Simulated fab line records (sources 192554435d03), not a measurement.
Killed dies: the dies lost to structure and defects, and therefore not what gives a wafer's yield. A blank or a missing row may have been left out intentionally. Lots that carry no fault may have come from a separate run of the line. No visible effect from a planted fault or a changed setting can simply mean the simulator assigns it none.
Lot-split experiment	flow n5 finfet	7 lots, 30 wafers read, on a route of 1938 steps

SPLIT DETAILS
At N5_BEOL_M1_ETCH_64 (etches SOC in N2/H2, target depth 75 nm, overetch 15 nm, time 112.5 s), the setting time s was moved away from the recipe's 112.5 s on 6 of the 30 wafers read, by -23.0% to +48.4%. All remaining wafers had this setting at the recipe value.

FROM THE SPLIT TO THE READING: what the file shows between them, 5 steps
- N5_BEOL_M1_STRIP_65: strips in N2/H2
- N5_BEOL_M1_STRIP_75: strips in N2/H2
- N5_BEOL_M1_STRIP_66: strips in CF4
- N5_BEOL_M1_HM_OPEN_17: chemistry Cl2/BCl3, target TiN, target depth 20 nm, overetch 6 nm
- N5_BEOL_M1_STRIP_19: strips in O2

THE READING
cd nm, in nm, at N5_BEOL_M1_CD_MEAS_18 (pitch 36 nm, target cd 18 nm). Fault-free wafers of this fab line usually give 18.0 nm, standard deviation 0.31 nm.

wafer	tool, chamber at the split	time s as run, s	against the recipe	cd nm, nm	against lot-mates on the recipe
L074.1	rie diel-01, 1	112.5	recipe	17.8	-
L074.3	rie diel-01, 2	112.5	recipe	18.2	-
L074.6	rie diel-01, 1	112.5	recipe	17.7	-
L080.1	rie diel-01, 0	86.66	-23.0%	17.7	-0.6
L080.2	rie diel-01, 3	86.66	-23.0%	17.6	-0.7
L080.3	rie diel-01, 1	112.5	recipe	17.8	-
L080.4	rie diel-01, 1	112.5	recipe	18.5	-
L080.5	rie diel-01, 0	86.66	-23.0%	17.7	-0.6
L080.6	rie diel-01, 3	112.5	recipe	18.6	-
L082.1	rie diel-06, 3	112.5	recipe	18.0	-
L082.2	rie diel-06, 1	112.5	recipe	18.1	-
L082.3	rie diel-06, 0	112.5	recipe	17.5	-
L082.4	rie diel-06, 2	112.5	recipe	18.2	-
L082.5	rie diel-06, 3	112.5	recipe	18.3	-
L082.6	rie diel-06, 2	112.5	recipe	17.9	-
L087.2	rie diel-03, 2	112.5	recipe	17.8	-
L087.3	rie diel-03, 1	112.5	recipe	18.0	-
L087.4	rie diel-03, 0	112.5	recipe	17.8	-
L092.2	rie diel-06, 1	112.5	recipe	17.5	-
L092.3	rie diel-06, 0	112.5	recipe	17.6	-
L092.6	rie diel-06, 1	112.5	recipe	17.7	-
L094.1	rie diel-01, 0	167	+48.4%	19.9	+1.6
L094.2	rie diel-01, 3	112.5	recipe	18.3	-
L094.3	rie diel-01, 2	167	+48.4%	19.6	+1.3
L094.4	rie diel-01, 0	112.5	recipe	18.3	-
L094.5	rie diel-01, 3	167	+48.4%	19.4	+1.1
L094.6	rie diel-01, 2	112.5	recipe	18.3	-
L093.1	rie diel-03, 1	112.5	recipe	17.4	-
L093.3	rie diel-03, 2	112.5	recipe	17.6	-
L093.6	rie diel-03, 3	112.5	recipe	17.9	-

FIT RESULTS
A straight line over all 30 wafers: cd nm changes by +0.0301 nm for each +1% of time s; r = +0.84; the points scatter about the line by 0.34 nm.
The same after taking each lot's own level away (the mean of its wafers on the recipe; 30 wafers): +0.0275 nm for each +1%; r = +0.92; scatter 0.21 nm.
The reading moves by 1.3 nm for the largest change in time s, on that fit.
The span of the lots' own levels, 17.60 to 18.30 nm, comes to 2.3 times the standard deviation stated above.
Consequently the slope shifts little with the lot-to-lot level, the two slopes agreeing.
Check: with one of the wafers moved furthest among these (+48.4%) left out of the fit, the line predicts +1.23 nm for it against its lot-mates. It came out at +1.6 nm against them.

THE OTHER SPLITS THESE WAFERS WENT THROUGH
These wafers also went through other splits before the reading. Each is held against what the fit with the lots' levels taken away leaves over:
other split on the same wafers	wafers away from the commonest value	r with cd nm (lot level and that fit taken away)
N5_FIN_SAQP_DEVELOP_15 develop time s	9	+0.07
N5_SD_EPI_N_ETCH_45 target depth a	12	+0.20
N5_HKMG_FIN_ETCH_55 time s	10	+0.24
N5_MOL_CONTACT_COAG_ALD_20 ald cycles	7	-0.03

THE WHOLE CHAIN: every reading that the file lists as answering this split, in the file's order
step	what it does	reading	change (the file's fit)	r (the file's)
N5_BEOL_M1_ETCH_64	etches SOC in N2/H2, target depth 75 nm, overetch 15 nm, time 112.5 s	etch.depth nm (the simulator's own value, which no gauge read)	not straight: 42.24 at the lowest setting, 59.96 at the recipe, 60.07 at the highest	not given
N5_BEOL_M1_ETCH_64	etches SOC in N2/H2, target depth 75 nm, overetch 15 nm, time 112.5 s	SiARC_of_BEOL_M1_COAT_62.thk nm (the simulator's own value, which no gauge read)	-0.0516 nm for each +1% of the setting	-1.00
N5_BEOL_M1_ETCH_64	etches SOC in N2/H2, target depth 75 nm, overetch 15 nm, time 112.5 s	BEOL_M1.cd offset nm (the simulator's own value, which no gauge read)	+0.0222 nm for each +1% of the setting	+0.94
N5_BEOL_M1_HM_OPEN_17	chemistry Cl2/BCl3, target TiN, target depth 20 nm, overetch 6 nm	BEOL_M1.cd offset nm (the simulator's own value, which no gauge read)	+0.0209 nm for each +1% of the setting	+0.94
N5_BEOL_M1_CD_MEAS_18	pitch 36 nm, target cd 18 nm	cd nm	+0.028 nm for each +1% of the setting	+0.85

FILE'S OWN FIT
cd nm changes by +0.028 nm for each +1% of time s, r = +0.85.
